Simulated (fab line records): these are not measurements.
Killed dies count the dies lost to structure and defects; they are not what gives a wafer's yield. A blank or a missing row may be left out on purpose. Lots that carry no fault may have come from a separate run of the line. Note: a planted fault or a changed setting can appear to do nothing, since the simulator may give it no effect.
Chamber matching :: flow nand harc :: 4 sister chambers for NHARC_A_M0_CMP_23 on cmp-04
The step polishes, t overpolish 20 s, target thk 113.75 nm. 8 wafers are shown with their chamber, then 8 later ones without.

## WAFERS PAIRED WITH THEIR CHAMBERS
wafer: L081.6
chamber: 2
motor current A (A): 11.5
time to endpoint s (s): 27.8

wafer: L083.1
chamber: 0
motor current A (A): 11.1
time to endpoint s (s): 30.0

wafer: L083.2
chamber: 3
motor current A (A): 13.9
time to endpoint s (s): 30.9

wafer: L083.4
chamber: 1
motor current A (A): 13.7
time to endpoint s (s): 31.6

wafer: L088.1
chamber: 1
motor current A (A): 13.1
time to endpoint s (s): 28.9

wafer: L088.3
chamber: 2
motor current A (A): 11.8
time to endpoint s (s): 30.0

wafer: L088.5
chamber: 0
motor current A (A): 10.4
time to endpoint s (s): 30.7

wafer: L090.1
chamber: 3
motor current A (A): 15.2
time to endpoint s (s): 31.2

## WAFERS WHOSE CHAMBER IS MISSING
wafer: L090.3
motor current A (A): 12.1
time to endpoint s (s): 28.1

wafer: L090.6
motor current A (A): 11.4
time to endpoint s (s): 29.5

wafer: L093.2
motor current A (A): 11.3
time to endpoint s (s): 27.7

wafer: L093.3
motor current A (A): 13.4
time to endpoint s (s): 30.1

wafer: L093.6
motor current A (A): 13.3
time to endpoint s (s): 32.5

wafer: L094.2
motor current A (A): 13.6
time to endpoint s (s): 31.1

wafer: L094.4
motor current A (A): 12.3
time to endpoint s (s): 30.3

wafer: L094.5
motor current A (A): 13.2
time to endpoint s (s): 32.3

## CHAMBER TAKEN BY EACH
wafer: L090.3
from the rows above: can't be placed: 2 or 1 or 0
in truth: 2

wafer: L090.6
from the rows above: can't be placed: 2 or 0
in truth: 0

wafer: L093.2
from the rows above: can't be placed: 2 or 0
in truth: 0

wafer: L093.3
from the rows above: 1
in truth: 1

wafer: L093.6
from the rows above: can't be placed: 1 or 3
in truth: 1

wafer: L094.2
from the rows above: can't be placed: 1 or 3
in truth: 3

wafer: L094.4
from the rows above: can't be placed: 2 or 1 or 0
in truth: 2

wafer: L094.5
from the rows above: can't be placed: 1 or 3
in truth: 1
Correctly placed: 1 of 8. These rows do not allow placing 7 (true chamber among the candidates in 7). Number placed wrongly: 0.
How it was worked out, from the rows above alone: a wafer's distance from a chamber is the root of the sum, over the readings, of the square of ((its reading less the chamber's mean) divided by the reading's scatter). If the next closest chamber is less than 2 further off than the closest, the wafer can't be placed; otherwise it belongs to the closest. For every chamber, the mean is computed from those of its wafers that are shown. The scatter: take each reading less its chamber's mean, square it, sum over the shown wafers, divide by the number of wafers less the number of chambers, and take the root.
